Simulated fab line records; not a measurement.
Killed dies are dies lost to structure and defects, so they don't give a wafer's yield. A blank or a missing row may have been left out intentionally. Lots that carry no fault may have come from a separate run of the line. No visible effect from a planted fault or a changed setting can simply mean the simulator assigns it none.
One fault seen from 3 desks -- flow n5-finfet -- what lay behind the numbers comes last; until then each desk has only its own

== THE DEFECT DESK ==
Counts from the inspections along the route, per lot, as means over the sampled wafers that have a number. The brackets show how far a lot's mean lies from the usual mean; more than 4 standard deviations puts the lot out of limits, marked OUT.
Columns: A = raw-defect-count at N5_PMOS_HMC_CHANNEL_EPI_INSPECT_11, usual 2.2
lot,first seen here,A
L922,day 2 11:57,1.7
L926,day 3 11:20,3.3
L928,day 3 23:38,2.0
L929,day 4 04:58,1.3
L930,day 4 10:59,0.0
L933,day 5 06:56,0.0
L936,day 5 23:01,2.7
L937,day 6 06:58,2.7
L938,day 6 11:26,2.7
L941,day 7 04:53,1.7
L942,day 7 14:02,0.7
This desk's finding: nothing out of limits on any of the 11 lots.

== FROM THE METROLOGY DESK ==
Means of the sampled wafers that have a number, per lot and without regard to the tool the lot ran on: this is what the gauges read. The brackets show how far a lot's mean lies from the usual mean; more than 4 standard deviations puts the lot out of limits, marked OUT.
Columns: A = thk-nm at N5_FIN_SAQP_THK_MEAS_07, usual 60.0 nm
lot,first seen here,A
L922,day 2 17:01,60.0
L926,day 3 15:18,60.0
L928,day 4 03:17,59.6
L929,day 4 09:25,61.1
L930,day 4 15:03,82.8 (+23) OUT
L933,day 5 11:04,81.4 (+21) OUT
L936,day 6 03:03,59.5
L937,day 6 10:40,61.0
L938,day 6 15:29,59.2
L941,day 7 09:23,58.5
L942,day 7 18:14,59.5
This desk's verdict: out of limits on L930, L933, starting with L930 at day 4 15:03 (thk-nm at N5_FIN_SAQP_THK_MEAS_07). L922, L926, L928, L929, L936, L937, L938, L941, L942: within limits.

== DESK OF THE TOOL OWNER: pecvd-01 ==
The tool's own readings at N5_FIN_SAQP_PECVD_06 (deposits a-Si from SiH4/He, target thk 60 nm, time 48.1 s): means of the sampled wafers that have a number, for each lot that ran on this tool. The brackets show how far a lot's mean lies from the usual mean; more than 4 standard deviations puts the lot out of limits, marked OUT.
Columns: A = chamber-pressure-Torr at N5_FIN_SAQP_PECVD_06, usual 3.000 Torr; B = heater-power-w at N5_FIN_SAQP_PECVD_06, usual 841 W; C = showerhead-plenum-p-Torr at N5_FIN_SAQP_PECVD_06, usual 5.68 Torr; D = throttle-valve-pct at N5_FIN_SAQP_PECVD_06, usual 18.6 %
lot,first seen here,A,B,C,D
L922,day 2 16:56,3.005,890,5.65,18.3
L928,day 4 03:11,3.002,868,5.67,18.6
L929,day 4 09:17,3.006,958,5.66,18.6
L930,day 4 14:58,2.998,868,5.61,18.8
L933,day 5 10:59,3.006,833,5.62,18.7
This desk's finding: nothing out of limits on any of the 5 lots.

== PUT TOGETHER ==
The metrology desk could have raised an alarm at day 4 15:03, on L930, L933.
The defect desk saw nothing out of limits.
Nothing out of limits was seen by the tool owner's desk.
The defect desk has L930, L933 on record, within its limits.
On record at the tool owner's desk: L930, L933, within its limits.
All the named lots went through N5_FIN_SAQP_PECVD_06 on pecvd-01.

== WHAT THE SIMULATOR HAD INSERTED ==
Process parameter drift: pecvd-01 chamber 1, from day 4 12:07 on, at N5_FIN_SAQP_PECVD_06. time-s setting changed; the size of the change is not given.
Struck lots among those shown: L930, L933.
Per desk, hours elapsed from the start of the fault to the first reading out of limits: for the metrology desk, 3.
